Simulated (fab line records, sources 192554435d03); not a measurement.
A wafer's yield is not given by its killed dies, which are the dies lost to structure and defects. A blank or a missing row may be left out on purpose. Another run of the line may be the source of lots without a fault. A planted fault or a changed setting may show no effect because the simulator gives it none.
The tool behind it: which one? -- flow n5_finfet -- 42 wafers from 14 lots sampled at 7 of the route's 1938 steps

## WHAT EACH GAUGE READ, for each wafer
N5_BEOL_M9_CD_MEAS_18: pitch 140 nm, target cd 70 nm. Usual: 70.1 nm for cd_nm, sd 0.69.
lot,measured,on,cd_nm (nm),flag
L307,day 11 09:52,cd_sem-03,70.4 70.8 71.0,
L309,day 11 16:19,cd_sem-01,70.2 69.8 69.2,
L310,day 12 08:37,cd_sem-03,- - -,OFF
L313,day 12 12:35,cd_sem-03,- - -,OFF
L315,day 13 04:47,cd_sem-01,70.3 70.1 69.2,
L319,day 14 09:32,cd_sem-01,70.5 70.4 70.9,
L322,day 14 18:38,cd_sem-01,70.6 69.7 70.7,
L320,day 15 05:38,cd_sem-01,70.2 70.3 70.3,
L324,day 16 03:26,cd_sem-01,70.5 70.0 69.2,
L323,day 16 03:29,cd_sem-02,69.8 69.5 68.3,
L325,day 16 22:46,cd_sem-02,69.6 69.6 70.8,
L327,day 17 01:57,cd_sem-02,70.2 70.2 70.9,
L326,day 17 02:34,cd_sem-02,70.5 69.5 70.6,
L328,day 17 03:13,cd_sem-01,70.8 70.2 70.2,

## WHICH TOOL RAN EACH LOT (tool, then ch and the chambers of the sampled wafers, then the start)
lot,N5_BEOL_M8_STRIP_80,N5_BEOL_M8_SPUTTER_48,N5_BEOL_M8_ANNEAL_51,N5_BEOL_M9_ETCH_61,N5_BEOL_M9_ETCH_62,N5_BEOL_M9_HM_OPEN_17
L307,"rie_diel-05 ch 0,1,2, day 10 22:36 or earlier","pvd_sputter-01, day 10 22:36","rtp_anneal-02 ch 0, day 11 04:22","rie_diel-01 ch 0,1, day 11 09:19","rie_diel-01 ch 0,1, day 11 09:22","rie_metal-01 ch 1, day 11 09:34"
L309,"rie_diel-06 ch 0,1,2, day 11 09:20 or earlier","pvd_sputter-02, day 11 09:20","rtp_anneal-02 ch 0, day 11 11:05","rie_diel-01 ch 0,1,3, day 11 15:52","rie_diel-01 ch 0,1,3, day 11 15:55","rie_metal-02 ch 0,1, day 11 16:07"
L310,"rie_diel-06 ch 0,1,3, day 12 03:19 or earlier","pvd_sputter-01, day 12 03:19","rtp_anneal-02 ch 0, day 12 04:31","rie_diel-03 ch 1,3, day 12 08:06","rie_diel-03 ch 1,3, day 12 08:09","rie_metal-01 ch 1, day 12 08:22"
L313,"rie_diel-06 ch 0,1,3, day 12 08:37 or earlier","pvd_sputter-01, day 12 08:37","rtp_anneal-01 ch 0, day 12 09:16","rie_diel-02 ch 0,1,2, day 12 12:10","rie_diel-02 ch 0,1,2, day 12 12:13","rie_metal-02 ch 0,1, day 12 12:26"
L315,"rie_diel-04 ch 0,1, day 13 00:10 or earlier","pvd_sputter-03, day 13 00:10","rtp_anneal-02 ch 0, day 13 00:23","rie_diel-03 ch 0,1,3, day 13 04:21","rie_diel-03 ch 0,1,3, day 13 04:24","rie_metal-02 ch 0,1, day 13 04:35"
L319,"rie_diel-05 ch 0,1, day 14 06:19 or earlier","pvd_sputter-03, day 14 06:19","rtp_anneal-02 ch 0, day 14 06:34","rie_diel-02 ch 0,3, day 14 09:07","rie_diel-02 ch 0,3, day 14 09:10","rie_metal-02 ch 0,1, day 14 09:21"
L322,"rie_diel-04 ch 0,2,3, day 14 13:43 or earlier","pvd_sputter-02, day 14 13:43","rtp_anneal-01 ch 0, day 14 14:01","rie_diel-02 ch 1,2, day 14 18:07","rie_diel-02 ch 1,2, day 14 18:10","rie_metal-02 ch 0,1, day 14 18:23"
L320,"rie_diel-05 ch 1,3, day 14 20:31 or earlier","pvd_sputter-03, day 14 20:31","rtp_anneal-01 ch 0, day 14 20:48","rie_diel-01 ch 2, day 15 03:43","rie_diel-01 ch 2, day 15 03:55","rie_metal-03 ch 0,1, day 15 05:08"
L324,"rie_diel-06 ch 0,2,3, day 15 22:37 or earlier","pvd_sputter-01, day 15 22:37","rtp_anneal-01 ch 0, day 15 23:26","rie_diel-03 ch 1,2,3, day 16 02:55","rie_diel-03 ch 1,2,3, day 16 02:58","rie_metal-01 ch 1, day 16 03:10"
L323,"rie_diel-04 ch 0,2,3, day 15 23:06 or earlier","pvd_sputter-03, day 15 23:06","rtp_anneal-02 ch 0, day 16 00:14","rie_diel-02 ch 1,2, day 16 03:02","rie_diel-02 ch 1,2, day 16 03:05","rie_metal-03 ch 0,1, day 16 03:18"
L325,"rie_diel-06 ch 1,2,3, day 16 19:07 or earlier","pvd_sputter-01, day 16 19:07","rtp_anneal-02 ch 0, day 16 19:20","rie_diel-02 ch 0,1,3, day 16 22:20","rie_diel-02 ch 0,1,3, day 16 22:23","rie_metal-03 ch 0,1, day 16 22:34"
L327,"rie_diel-04 ch 1,2, day 16 21:07 or earlier","pvd_sputter-03, day 16 21:07","rtp_anneal-02 ch 0, day 16 21:32","rie_diel-01 ch 0,3, day 17 01:21","rie_diel-01 ch 0,3, day 17 01:24","rie_metal-02 ch 0,1, day 17 01:37"
L326,"rie_diel-04 ch 0,2, day 16 21:49 or earlier","pvd_sputter-03, day 16 21:49","rtp_anneal-01 ch 0, day 16 22:01","rie_diel-03 ch 0,2,3, day 17 02:06","rie_diel-03 ch 0,2,3, day 17 02:09","rie_metal-03 ch 1, day 17 02:20"
L328,"rie_diel-06 ch 0,1,2, day 16 22:42 or earlier","pvd_sputter-01, day 16 22:42","rtp_anneal-01 ch 0, day 16 22:55","rie_diel-02 ch 0,1,2, day 17 02:47","rie_diel-02 ch 0,1,2, day 17 02:50","rie_metal-03 ch 0,1, day 17 03:01"
- N5_BEOL_M8_STRIP_80: strips in N2/H2, time 10 s.
- N5_BEOL_M8_SPUTTER_48: material Cu, target thk 10 nm, time 1.667 s.
- N5_BEOL_M8_ANNEAL_51: time 90 s.
- N5_BEOL_M9_ETCH_61: etches SiARC in CF4, target depth 39 nm, time 65 s.
- N5_BEOL_M9_ETCH_62: etches SOC in N2/H2, target depth 110 nm, overetch 22 nm, time 165 s.
- N5_BEOL_M9_HM_OPEN_17: chemistry Cl2/BCl3, target TiN, target depth 20 nm, overetch 6 nm.

## WHAT THE TOOLS THEMSELVES READ (means of the sampled wafers that have a number; where no wafer has one, the mark that the record gives instead)
N5_BEOL_M8_STRIP_80. Usual: drypump_motor_current_A 5.74 A, standard deviation 0.25; n2_flow_sccm 200.1 sccm, standard deviation 0.54; oes_product_au 0.84 a.u., standard deviation 0.061; rf_vpp_V 59.3 V, standard deviation 0.86; showerhead_plenum_p_Torr 2.58 Torr, standard deviation 0.083; throttle_valve_pct 23.5 %, standard deviation 0.31.
lot,tool,drypump_motor_current_A (A),n2_flow_sccm (sccm),oes_product_au (a.u.),rf_vpp_V (V),showerhead_plenum_p_Torr (Torr),throttle_valve_pct (%),flag
L307,rie_diel-05,5.85,199.9,0.82,59.5,2.56,23.4,
L309,rie_diel-06,5.66,199.7,0.83,59.5,2.61,23.5,
L310,rie_diel-06,5.50,199.9,0.85,59.3,2.58,23.6,
L313,rie_diel-06,5.49,200.2,0.84,58.9,2.58,23.6,
L315,rie_diel-04,5.66,200.6,0.92,60.0,2.52,23.5,
L319,rie_diel-05,5.72,200.3,0.80,59.8,2.56,23.1,
L322,rie_diel-04,5.64,200.0,0.91,59.1,2.63,23.7,
L320,rie_diel-05,5.87,199.9,0.84,59.7,2.51,23.6,
L324,rie_diel-06,5.54,200.4,0.82,59.1,2.64,23.4,
L323,rie_diel-04,5.65,199.5,0.88,59.2,2.63,23.7,
L325,rie_diel-06,5.55,199.7,0.80,60.2,2.56,23.4,
L327,rie_diel-04,5.87,200.2,0.88,58.5,2.62,23.6,
L326,rie_diel-04,5.46,199.8,0.90,60.0,2.63,23.7,
L328,rie_diel-06,5.66,200.3,0.78,58.8,2.59,23.6,

N5_BEOL_M8_SPUTTER_48. Usual: susceptor_temp_C -20.01 C, standard deviation 0.099; throttle_valve_pct 30.7 %, standard deviation 0.99.
lot,tool,susceptor_temp_C (C),throttle_valve_pct (%),flag
L307,pvd_sputter-01,-19.99,30.8,
L309,pvd_sputter-02,-20.02,31.6,
L310,pvd_sputter-01,-19.99,29.9,
L313,pvd_sputter-01,-19.86,30.5,
L315,pvd_sputter-03,-20.10,30.4,
L319,pvd_sputter-03,-19.97,29.5,
L322,pvd_sputter-02,-19.98,30.7,
L320,pvd_sputter-03,-19.96,29.7,
L324,pvd_sputter-01,-20.07,31.2,
L323,pvd_sputter-03,-19.96,30.9,
L325,pvd_sputter-01,-19.99,30.7,
L327,pvd_sputter-03,-20.14,30.8,
L326,pvd_sputter-03,-19.94,30.3,
L328,pvd_sputter-01,-20.03,30.8,

N5_BEOL_M8_ANNEAL_51. Usual: 226.1 for wafer_temp_C_max, sd 0.31.
lot,tool,wafer_temp_C_max,flag
L307,rtp_anneal-02,226.2,
L309,rtp_anneal-02,226.3,
L310,rtp_anneal-02,226.3,
L313,rtp_anneal-01,225.8,
L315,rtp_anneal-02,226.2,
L319,rtp_anneal-02,226.8,
L322,rtp_anneal-01,225.9,
L320,rtp_anneal-01,225.7,
L324,rtp_anneal-01,225.8,
L323,rtp_anneal-02,226.1,
L325,rtp_anneal-02,226.1,
L327,rtp_anneal-02,226.1,
L326,rtp_anneal-01,225.4,
L328,rtp_anneal-01,225.6,

N5_BEOL_M9_ETCH_61. Usual: bias_w 35.99 W, standard deviation 0.1; cf4_flow_sccm 99.97 sccm, standard deviation 0.29; drypump_motor_current_A 5.6 A, standard deviation 0.32; etch_rf_on_time_s 64.6 s, standard deviation 1.3; oes_product_au 0.64 a.u., standard deviation 0.063; rf_vpp_V 184.1 V, standard deviation 1.1; showerhead_plenum_p_Torr 2.15 Torr, standard deviation 0.061; throttle_valve_pct 15.87 %, standard deviation 0.19.
lot,tool,bias_w (W),cf4_flow_sccm (sccm),drypump_motor_current_A (A),etch_rf_on_time_s (s),oes_product_au (a.u.),rf_vpp_V (V),showerhead_plenum_p_Torr (Torr),throttle_valve_pct (%),flag
L307,rie_diel-01,35.96,100.29,5.9,65.2,0.61,184.4,2.12,15.89,
L309,rie_diel-01,36.00,99.89,6.0,65.0,0.61,182.5,2.10,15.86,
L310,rie_diel-03,-,-,-,-,-,-,-,-,OFF
L313,rie_diel-02,-,-,-,-,-,-,-,-,OFF
L315,rie_diel-03,36.07,99.96,5.6,64.3,0.66,184.0,2.17,15.80,
L319,rie_diel-02,36.04,99.80,5.3,64.6,0.73,185.5,2.21,15.63,
L322,rie_diel-02,36.06,99.93,5.6,64.4,0.60,183.5,2.15,16.01,
L320,rie_diel-01,35.91,100.16,5.5,64.1,0.60,184.7,2.20,16.10,
L324,rie_diel-03,36.10,99.85,5.6,63.9,0.65,183.9,2.16,15.90,
L323,rie_diel-02,36.05,99.82,5.6,64.5,0.59,184.0,2.14,16.03,
L325,rie_diel-02,35.96,100.12,5.5,65.8,0.66,184.1,2.18,15.72,
L327,rie_diel-01,35.93,100.25,6.2,64.9,0.59,184.1,2.06,15.87,
L326,rie_diel-03,35.92,99.75,5.4,65.2,0.60,182.7,2.12,15.97,
L328,rie_diel-02,35.96,99.89,5.6,64.2,0.71,183.6,2.13,15.63,

N5_BEOL_M9_ETCH_62. Usual: bias_w 150.0 W, standard deviation 0.45; chamber_pressure_mTorr 29.999 mTorr, standard deviation 0.028; drypump_motor_current_A 5.6 A, standard deviation 0.32; n2_flow_sccm 200.0 sccm, standard deviation 0.59; oes_product_au 0.63 a.u., standard deviation 0.057; rf_vpp_V 524.2 V, standard deviation 2.4; showerhead_plenum_p_Torr 2.56 Torr, standard deviation 0.079; throttle_valve_pct 18.11 %, standard deviation 0.18.
lot,tool,bias_w (W),chamber_pressure_mTorr (mTorr),drypump_motor_current_A (A),n2_flow_sccm (sccm),oes_product_au (a.u.),rf_vpp_V (V),showerhead_plenum_p_Torr (Torr),throttle_valve_pct (%),flag
L307,rie_diel-01,150.0,29.985,6.0,200.1,0.61,523.8,2.53,18.20,
L309,rie_diel-01,150.5,30.000,6.1,200.2,0.60,521.5,2.49,18.16,
L310,rie_diel-03,150.4,29.986,5.8,200.5,0.31,526.7,2.63,17.99,OFF
L313,rie_diel-02,149.8,30.000,5.7,200.3,0.28,524.0,2.54,17.90,OFF
L315,rie_diel-03,149.9,29.997,5.6,199.9,0.66,525.1,2.58,18.11,
L319,rie_diel-02,149.9,29.996,5.3,199.9,0.72,526.0,2.62,17.75,
L322,rie_diel-02,150.7,30.012,5.6,200.7,0.59,524.2,2.54,18.20,
L320,rie_diel-01,149.4,29.989,5.5,199.9,0.59,525.3,2.63,18.27,
L324,rie_diel-03,150.0,29.989,5.6,199.8,0.64,525.0,2.56,18.12,
L323,rie_diel-02,150.0,29.983,5.7,200.3,0.58,525.0,2.54,18.22,
L325,rie_diel-02,149.9,29.979,5.5,199.3,0.66,525.5,2.59,17.90,
L327,rie_diel-01,150.4,30.012,6.3,200.3,0.59,520.8,2.45,18.14,
L326,rie_diel-03,150.1,30.013,5.4,200.5,0.60,522.3,2.51,18.18,
L328,rie_diel-02,150.1,30.026,5.7,199.9,0.69,522.8,2.53,17.84,

N5_BEOL_M9_HM_OPEN_17. Usual: drypump_motor_current_A 5.7 A, standard deviation 0.48; oes_ar_750_au 0.80 a.u., standard deviation 0.1; oes_product_au 0.67 a.u., standard deviation 0.082; throttle_valve_pct 22.06 %, standard deviation 0.22.
lot,tool,drypump_motor_current_A (A),oes_ar_750_au (a.u.),oes_product_au (a.u.),throttle_valve_pct (%),flag
L307,rie_metal-01,4.9,0.64,0.53,22.40,
L309,rie_metal-02,5.5,0.81,0.69,22.03,
L310,rie_metal-01,4.9,0.63,0.23,23.07,OFF
L313,rie_metal-02,5.5,0.81,0.30,22.69,OFF
L315,rie_metal-02,5.5,0.80,0.68,22.05,
L319,rie_metal-02,5.6,0.77,0.66,21.92,
L322,rie_metal-02,5.6,0.77,0.66,21.93,
L320,rie_metal-03,6.1,0.79,0.69,22.15,
L324,rie_metal-01,4.9,0.91,0.75,21.93,
L323,rie_metal-03,6.1,0.78,0.68,22.15,
L325,rie_metal-03,5.8,0.81,0.70,22.04,
L327,rie_metal-02,5.5,0.77,0.65,22.08,
L326,rie_metal-03,5.5,0.84,0.69,21.95,
L328,rie_metal-03,6.1,0.78,0.68,22.15,

## THE ANSWER, worked out from the rows above alone
Rule: a lot counts as off when the mean over its wafers that have a number is more than 3 standard deviations away from the usual mean. A lot without any number at a reading at which 4 lots or more have one is off too. The other lots that the step has rows for count as sound. The gauges are gone through in route order, then the tools' own readings, and for those a lot's mean is taken as printed above. At the first step where some lot is off, the reading lying furthest off is the one used; lots without a number count as furthest.
Off: L310, L313 (N5_BEOL_M9_CD_MEAS_18, cd_nm). Without a number there: L310, L313.
If a tool, at a process step before that reading, ran all the lots that are off and no sound lot after the first of them, it fits. The gauges at N5_BEOL_M9_CD_MEAS_18 aren't tried: what is off there is off at N5_BEOL_M9_ETCH_61 too, on other tools, and a gauge's error can't cause that. N5_BEOL_M8_STRIP_80: start missing for some lots; hours and lot order therefore follow N5_BEOL_M8_SPUTTER_48. None of those tried fits.

## WHAT THE SIMULATOR HAD PUT IN
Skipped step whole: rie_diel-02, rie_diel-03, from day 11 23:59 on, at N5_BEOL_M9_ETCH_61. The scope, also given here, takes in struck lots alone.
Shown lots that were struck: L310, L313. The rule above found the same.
